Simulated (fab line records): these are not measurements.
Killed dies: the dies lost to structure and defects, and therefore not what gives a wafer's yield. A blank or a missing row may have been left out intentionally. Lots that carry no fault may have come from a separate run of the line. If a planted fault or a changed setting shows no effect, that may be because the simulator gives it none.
fab line records | flow n5-finfet
record: lots: 11 wafers: 28 last-day: 17
route steps=1938 shown BEOL_M8@1332 PASSIVATION@1936
lots untouched by any fault: they come from a run of this same line in which no faults occurred
start-h: start of the lot's first displayed wafer, in hours after the record's first day | wait-h: how many hours have passed since the lot's step before this one | " identical to the entry in the row above | L1.1+2: several wafers, shown together as one row | - no value, or no start given | * or withheld: withheld | < > ~ a bound
route shown NAME@n: NAME is a module with steps in the file, n the number in the route of the first one | usual: average and standard deviation across the fault-free wafers | same: alike in all rows | chamber/n: place in a boat | sites: readings site by site | _std_site: standard deviation across them | _edge_site: outer sites' mean less inner sites' | radius-mm: how far each site lies from the wafer's centre | mask NAME#n: copy n | behind: the tool/chamber that last shaped the wafer | hold: what put the lot on hold/how long, in hours/how the hold closed | device: names the non-switching transistor (n, p or np) | end of line: tests run on the same wafers once the route is complete | a step given without rows: its recipe and nothing more | killed: not the wafer's yield, but the dies lost to structure and defects at the first sort | map: per-die view of a wafer (x killed, . not killed, _ where there is no die)
set.NAME: the setting as run; set.NAME@STEP: as run at that earlier step | model.NAME: the simulator's own value behind a step, which no gauge read
the route's steps for a sample of lots (tables are steps, rows are wafers)
services: the hour from which a tool's chamber was out of use, counted from the record's first day as start-h (under 0 if before that day), plus the number of hours and why
== steps ==
step: N5_BEOL_M8_ILD_DEP_00
recipe: material: SiCOH_lowk target-thk-a: 1797.5 temp-c: 300 precursor: DEMS/porogen pressure-torr: 5 rf-w: 500 time-s: 33.4
usual: chamber-pressure-Torr: 5.001/0.011 heater-power-w: 291/42 showerhead-plenum-p-Torr: 5.743/0.014 showerhead-vpp-V: 1424/97 throttle-valve-pct: 13.9/0.73
columns lot.wafer tool chamber start-h wait-h chamber-pressure-Torr heater-power-w showerhead-plenum-p-Torr showerhead-vpp-V throttle-valve-pct
L995.4 pecvd-04 0 192.74 0.1 5.004 360 5.731 1541 14.9
L995.6 " 2 " " 5.009 342 5.767 1482 14.9
L994.1 pecvd-03 1 198.04 0.0 4.993 211 5.745 1455 14.0
L994.4 " 2 " " 5.001 270 5.724 1370 13.1
L996.2 pecvd-03 2 210.05 0.0 5.005 229 5.732 1375 12.7
L996.5 " 2 " " 4.989 232 5.732 1362 12.8
L100.2 pecvd-01 0 227.08 0.0 5.029 291 5.766 1345 14.6
L100.3 " 2 " " 4.991 277 5.742 1388 13.1
L100.6 " 1 " " 4.996 277 5.750 1197 15.1
L101.2 pecvd-01 2 228.35 0.0 4.999 309 5.758 1399 13.1
L101.5 " 0 " " 5.014 353 5.741 1356 14.4
L101.6 " 2 " " 4.991 312 5.749 1388 13.5
L102.1 pecvd-01 0 236.36 0.0 4.999 314 5.749 1343 14.5
L102.3 " 2 " " 5.006 338 5.756 1395 13.3
L102.4 " 0 " " 4.993 324 5.733 1329 14.6
L106.2 pecvd-04 0 278.90 0.0 4.995 301 5.737 1569 15.2
L106.4 " 1 " " 5.007 340 5.742 1466 14.2
L109.3 pecvd-04 0 296.55 0.0 5.024 333 5.729 1579 15.0
L109.4 " 0 " " 4.995 347 5.737 1549 14.8
L109.6 " 2 " " 5.006 342 5.760 1531 13.4
L111.1 pecvd-03 1 297.10 0.0 4.999 241 5.740 1471 14.1
L111.2 " 0 " " 5.000 263 5.735 1312 13.7
L111.6 " 0 " " 4.991 265 5.739 1310 13.6
L112.1 pecvd-03 1 300.31 0.0 4.998 258 5.743 1470 14.2
L112.4 " 0 " " 4.999 269 5.759 1294 13.5
L112.6 " 1 " " 5.005 255 5.731 1468 14.2
L116.5 pecvd-04 1 329.80 0.1 4.999 286 5.734 1473 14.1
L116.6 " 2 " " 5.010 337 5.778 1497 13.1
step: N5_BEOL_M8_THK_MEAS_01
recipe: reads: SiCOH_lowk_of_BEOL_M8_ILD_DEP_00
usual: M8_ILD_THK: 155.2/2.3
columns lot.wafer tool chamber start-h wait-h M8_ILD_THK[nm]
L995.4 film-metro-01 - 193.30 0.2 152.2
L995.6 " - " " 152.1
L994.1 film-metro-01 - 198.61 0.4 154.6
L994.4 " - " " 159.0
L996.2 film-metro-01 - 210.69 0.4 155.5
L996.5 " - " " 156.1
L100.2 film-metro-01 - 228.08 0.4 153.2
L100.3 " - " " 154.0
L100.6 " - " " 154.6
L101.2 film-metro-01 - 228.93 0.4 158.5
L101.5 " - " " 159.2
L101.6 " - " " 159.3
L102.1 film-metro-02 - 236.94 0.4 155.1
L102.3 " - " " 155.5
L102.4 " - " " 156.5
L106.2 film-metro-02 - 279.48 0.4 152.4
L106.4 " - " " 156.6
L109.3 film-metro-01 - 297.13 0.3 154.6
L109.4 " - " " 154.8
L109.6 " - " " 158.8
L111.1 film-metro-02 - 297.68 0.4 154.9
L111.2 " - " " 153.1
L111.6 " - " " 155.5
L112.1 film-metro-01 - 300.89 0.4 155.8
L112.4 " - " " 157.3
L112.6 " - " " 158.5
L116.5 film-metro-02 - 330.36 0.1 156.6
L116.6 " - " " 158.0
step: N5_BEOL_M8_ETCH_61
recipe: chemistry: CF4 target: SiARC target-depth-a: 455 mask-material: CAR-ArF time-s: 75.8 ion-energy-ev: 80 pressure-mtorr: 40 source-w: 545 bias-w: 36 Ar_flow_sccm: 100 cf4-flow-sccm: 100 ends: cleared
usual: bias-w: 36.00/0.11 drypump-motor-current-A: 5.6/0.45 etch-rf-on-time-s: 75.7/2.6 oes-product-au: 0.69/0.074 rf-vpp-V: 184.0/1 showerhead-plenum-p-Torr: 2.13/0.045 throttle-valve-pct: 15.63/0.18
columns lot.wafer tool chamber start-h wait-h bias-w drypump-motor-current-A etch-rf-on-time-s oes-product-au rf-hours-counter-h rf-vpp-V showerhead-plenum-p-Torr throttle-valve-pct
L995.4 rie-diel-03 2 193.92 0.0 35.91 5.4 75.6 0.60 - 185.4 2.19 15.96
L995.6 " 3 " " 35.89 5.5 70.8 0.79 - 184.3 2.18 15.50
L994.1 rie-diel-03 2 200.44 0.0 35.97 5.4 74.6 0.59 243 183.4 2.19 15.94
L994.4 " 3 " " 35.88 5.5 70.9 0.78 - 185.3 2.18 15.49
L996.2 rie-diel-04 0 212.40 0.0 36.13 4.8 74.4 0.71 87 184.6 2.16 15.48
L996.5 " 3 " " 36.01 6.3 75.9 0.59 - 185.4 2.18 15.69
L100.2 rie-diel-04 3 229.31 0.0 36.19 6.2 75.9 0.60 250 184.0 2.18 15.70
L100.3 " 1 " " 36.10 5.3 75.7 0.70 65 183.8 2.09 15.78
L100.6 " 1 " " 36.21 5.3 74.7 0.72 - 183.9 2.09 15.78
L101.2 rie-diel-04 1 230.29 0.0 36.22 5.3 74.6 0.71 66 182.5 2.09 15.76
L101.5 " 2 " " 36.03 5.5 73.8 0.75 - 183.3 2.07 15.54
L101.6 " 1 " " 36.00 5.3 75.0 0.71 - 182.3 2.09 15.76
L102.1 rie-diel-03 3 239.75 0.0 35.93 5.5 71.3 0.76 50 184.3 2.18 15.53
L102.3 " 0 " " 36.07 5.8 76.8 0.78 15 183.9 2.12 15.46
L102.4 " 3 " " 35.95 5.5 71.4 0.75 - 183.5 2.18 15.55
L106.2 rie-diel-05 0 280.83 0.0 35.92 6.0 77.9 0.58 221 182.3 2.03 15.76
L106.4 " 3 " " 35.83 5.8 77.9 0.58 211 185.0 2.13 16.07
L109.3 rie-diel-05 2 299.52 0.0 35.87 5.3 80.2 0.61 155 185.0 2.12 15.55
L109.4 " 3 " " 35.94 5.8 77.4 0.58 217 183.6 2.13 16.08
L109.6 " 2 " " 36.00 5.3 80.6 0.61 - 182.5 2.13 15.55
L111.1 rie-diel-03 0 299.73 0.0 27.85 5.8 83.6 0.72 36 156.9 2.11 15.50
L111.2 " 2 " " 28.07 5.4 78.5 0.78 20 156.1 2.18 15.49
L111.6 " 0 " " 28.04 5.8 83.6 0.72 - 156.3 2.11 15.49
L112.1 rie-diel-03 0 302.16 0.0 27.75 5.8 83.3 0.73 37 157.3 2.11 15.49
L112.4 " 3 " " 27.84 5.5 77.1 0.70 71 156.0 2.17 15.57
L112.6 " 2 " " 27.88 5.4 77.7 0.78 - 157.2 2.18 15.49
L116.5 rie-diel-05 0 332.20 0.0 36.11 6.0 78.7 0.57 - 182.4 2.02 15.80
L116.6 " 1 " " 36.10 5.3 74.9 0.71 - 184.3 2.17 15.71
step: N5_BEOL_M8_ETCH_62
recipe: chemistry: N2/H2 target: SOC target-depth-a: 1100 overetch-a: 220 mask-material: SiARC temp-c: 40 time-s: 165 ion-energy-ev: 200 pressure-mtorr: 30 source-w: 840 bias-w: 150 n2-flow-sccm: 200 h2-flow-sccm: 200
usual: bias-w: 150.0/0.41 drypump-motor-current-A: 5.6/0.45 h2-flow-sccm: 200.0/0.52 oes-product-au: 0.68/0.064 rf-vpp-V: 523.6/1.8 showerhead-plenum-p-Torr: 2.54/0.056 throttle-valve-pct: 17.91/0.24
columns lot.wafer tool chamber start-h wait-h bias-w drypump-motor-current-A h2-flow-sccm oes-product-au rf-hours-counter-h rf-vpp-V showerhead-plenum-p-Torr throttle-valve-pct
L995.4 rie-diel-03 2 194.02 0.1 150.7 5.3 200.6 0.59 - 525.0 2.60 18.03
L995.6 " 3 " " 150.1 5.5 199.9 0.75 - 525.8 2.60 17.96
L994.1 rie-diel-03 2 200.49 0.0 149.2 5.3 200.0 0.59 243 526.2 2.60 18.03
L994.4 " 3 " " 150.6 5.5 199.7 0.74 - 525.6 2.60 17.95
L996.2 rie-diel-04 0 212.46 0.0 149.6 4.8 200.2 0.70 87 526.3 2.53 17.43
L996.5 " 3 " " 149.8 6.3 199.4 0.60 - 526.0 2.62 18.09
L100.2 rie-diel-04 3 229.37 0.0 150.0 6.2 199.4 0.59 250 525.3 2.62 18.10
L100.3 " 1 " " 150.3 5.3 199.8 0.70 65 522.2 2.50 18.19
L100.6 " 1 " " 149.8 5.3 200.4 0.70 - 522.2 2.50 18.20
L101.2 rie-diel-04 1 230.34 0.0 149.6 5.3 200.5 0.70 66 522.9 2.50 18.20
L101.5 " 2 " " 149.9 5.5 199.7 0.74 - 522.3 2.50 18.00
L101.6 " 1 " " 150.0 5.3 200.5 0.69 - 522.7 2.50 18.18
L102.1 rie-diel-03 3 239.80 0.0 149.9 5.5 200.2 0.71 50 525.2 2.59 17.98
L102.3 " 0 " " 149.7 5.8 200.3 0.79 15 524.4 2.50 17.51
L102.4 " 3 " " 150.5 5.4 200.3 0.72 - 525.5 2.59 17.96
L106.2 rie-diel-05 0 280.88 0.0 149.9 6.0 199.4 0.59 221 519.2 2.41 17.93
L106.4 " 3 " " 149.6 5.8 200.4 0.59 211 523.3 2.50 18.13
L109.3 rie-diel-05 2 299.58 0.0 149.5 5.3 199.5 0.62 155 522.6 2.56 18.09
L109.4 " 3 " " 150.0 5.8 200.6 0.59 217 523.0 2.50 18.13
L109.6 " 2 " " 150.0 5.3 199.5 0.63 - 522.6 2.56 18.10
L111.1 rie-diel-03 0 299.79 0.0 150.4 5.8 200.6 0.75 37 521.7 2.49 17.56
L111.2 " 2 " " 149.3 5.3 199.5 0.78 20 525.1 2.59 17.61
L111.6 " 0 " " 149.9 5.8 201.1 0.75 - 521.1 2.49 17.57
L112.1 rie-diel-03 0 302.22 0.0 149.7 5.8 199.3 0.74 37 522.4 2.49 17.57
L112.4 " 3 " " 149.9 5.5 200.0 0.70 71 524.7 2.58 18.02
L112.6 " 2 " " 150.3 5.4 199.1 0.79 - 524.3 2.59 17.60
L116.5 rie-diel-05 0 332.30 0.1 149.8 6.0 199.3 0.57 - 519.1 2.40 17.94
L116.6 " 1 " " 150.8 5.3 199.8 0.69 - 524.8 2.60 18.22
step: N5_PASSIVATION_PROBE_49
usual: defect-limited-yield: 91.3/1.5 killed_at_M0_to_M3: 33/12 killed_at_M4_up: 15/5.2 killed-at-contacts: 12/5.1 killed-at-front-end: 39/11 killed-at-other: 5/3.6 killed-dies: 103/18 killed-open: 67/13 killed-short: 33/7.8 sort_bin_5_function: 5.1/0.96 sort_bin_6_memory: 3.2/0.71 sort_bin_8_speed: 0.01/0.063 sort-n-pass: 1077/18 sort-yield-pct: 91.3/1.5
same: gross-dies: 1180 killed-at-back-side: 0 sort_bin_4_leakage[%]: 0
columns lot.wafer tool chamber start-h wait-h defect-limited-yield[%] killed_at_M0_to_M3 killed_at_M4_up killed-at-contacts killed-at-front-end killed-at-other killed-dies killed-open killed-short sort_bin_5_function[%] sort_bin_6_memory[%] sort_bin_8_speed[%] sort-n-pass sort-yield-pct[%]
L109.3 prober-02 - 366.23 0.1 91.7 35 26 9 26 2 98 65 29 5.7 2.4 0 1082 91.7
L109.4 prober-02 - 366.28 0.2 92.6 54 8 7 13 5 87 55 31 4.6 2.5 0 1093 92.6
L109.6 prober-02 - 366.38 0.3 89.4 43 11 19 51 1 125 81 37 6.4 3.1 0 1055 89.4
L112.1 prober-01 - 383.32 0.1 92.3 33 13 8 35 2 91 57 28 4.3 2.6 0 1089 92.3
L112.4 prober-01 - 383.47 0.2 90.3 43 15 7 47 2 114 68 46 5.2 3.9 0 1066 90.3
L112.6 prober-01 - 383.57 0.3 92.1 35 20 5 32 1 93 65 27 4.9 2.8 0 1087 92.1
killed by level:class
L109.3 BEOL_M2:geometric-particle:open=10 BEOL_M3:geometric-particle:open=10 STI_FIN_REVEAL:geometric-particle:open=9 MOL_CONTACT_COAG:geometric-particle:open=8 GATE_CUT:geometric-particle:short=5 BEOL_M1:geometric-particle:open=5 BEOL_M4:geometric-particle:short=5 STI_FIN_REVEAL:geometric-particle:short=4
L109.4 BEOL_M3:geometric-particle:open=16 BEOL_M0_SAQP:geometric-particle:open=12 BEOL_M0_SAQP:geometric-particle:short=9 STI_FIN_REVEAL:geometric-particle:open=6 BEOL_M3:geometric-particle:short=5 MOL_CONTACT_COAG:geometric-particle:open=4 BEOL_M1:geometric-particle:short=4 MOL_CONTACT_COAG:geometric-particle:short=3
L109.6 STI_FIN_REVEAL:geometric-particle:open=22 BEOL_M3:geometric-particle:open=16 MOL_CONTACT_COAG:geometric-particle:open=15 BEOL_M3:geometric-particle:short=8 BEOL_M0_SAQP:geometric-particle:open=6 HKMG_FIN:area-etch=6 BEOL_M0_SAQP:geometric-particle:short=5 FIN_SAQP:geometric-particle:short=4
L112.1 STI_FIN_REVEAL:geometric-particle:open=10 BEOL_M0_SAQP:geometric-particle:short=8 MOL_CONTACT_COAG:geometric-particle:open=6 BEOL_M0_SAQP:geometric-particle:open=5 BEOL_M3:geometric-particle:open=5 BEOL_M2:geometric-particle:open=5 FIN_SAQP:geometric-particle:short=4 BEOL_M0:geometric-particle:open=4
L112.4 FIN_SAQP:geometric-particle:open=15 FIN_SAQP:geometric-particle:short=12 BEOL_M0_SAQP:geometric-particle:open=10 BEOL_M0_SAQP:geometric-particle:short=9 BEOL_M5:geometric-particle:open=8 BEOL_M3:geometric-particle:open=8 STI_FIN_REVEAL:geometric-particle:open=6 MOL_CONTACT_COAG:geometric-particle:short=5
L112.6 BEOL_M0_SAQP:geometric-particle:open=10 BEOL_M3:geometric-particle:open=10 FIN_SAQP:geometric-particle:open=9 FIN_SAQP:geometric-particle:short=9 BEOL_M4:geometric-particle:open=7 BEOL_M0_SAQP:geometric-particle:short=5 BEOL_M5:geometric-particle:open=5 STI_FIN_REVEAL:geometric-particle:open=4
== services ==
columns tool chamber start-h hours kind
rie-diel-04 2 169.75 12.7 repair
rie-diel-03 0 180.04 - clean
rie-diel-03 0 180.04 - consumable-replace:focus-ring
rie-diel-03 0 180.04 25.4 scheduled-down
rie-diel-03 0 180.04 25.4 vent-cycle
pecvd-04 2 202.38 - clean
pecvd-04 2 202.38 - consumable-replace:showerhead
rie-diel-04 2 205.62 6.8 repair
rie-diel-03 2 222.26 - clean
rie-diel-03 2 222.26 - consumable-replace:focus-ring
rie-diel-03 2 222.26 19.4 scheduled-down
rie-diel-03 2 222.26 19.4 vent-cycle
rie-diel-04 3 229.79 - clean
rie-diel-04 3 229.79 - consumable-replace:focus-ring
rie-diel-04 3 229.79 18.8 scheduled-down
rie-diel-04 3 229.79 18.8 vent-cycle
pecvd-01 1 246.46 25.7 repair
pecvd-03 - 250.52 2.8 pm
rie-diel-05 3 257.16 2.8 repair
rie-diel-04 2 277.62 3.7 repair
pecvd-04 - 299.98 0.4 repair
rie-diel-05 - 312.87 0.5 repair
rie-diel-05 - 314.04 0.3 repair
rie-diel-03 3 328.53 19.9 repair
== key ==
first-sign: step: N5_BEOL_M8_ETCH_61 reading: bias-w direction: down sigmas: 75 usual: * struck: *
effect: step: N5_BEOL_M8_ETCH_61 reading: rf-vpp-V direction: down sigmas: 27 usual: 184.0 struck: 156.6
met-at N5_BEOL_M8_ETCH_61
struck-lots L111,L112
not-acting-at N5_BEOL_M8_ILD_DEP_00,N5_BEOL_M8_THK_MEAS_01,N5_BEOL_M8_ETCH_62
onset-between 239.75 299.73
fault: kind: process-parameter-drift tool: rie-diel-03 chamber: - onset-h: 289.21 steps: N5_BEOL_M8_ETCH_61 channel: bias-w offset: * shape: step end-h: 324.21 acts-in: * stated: *
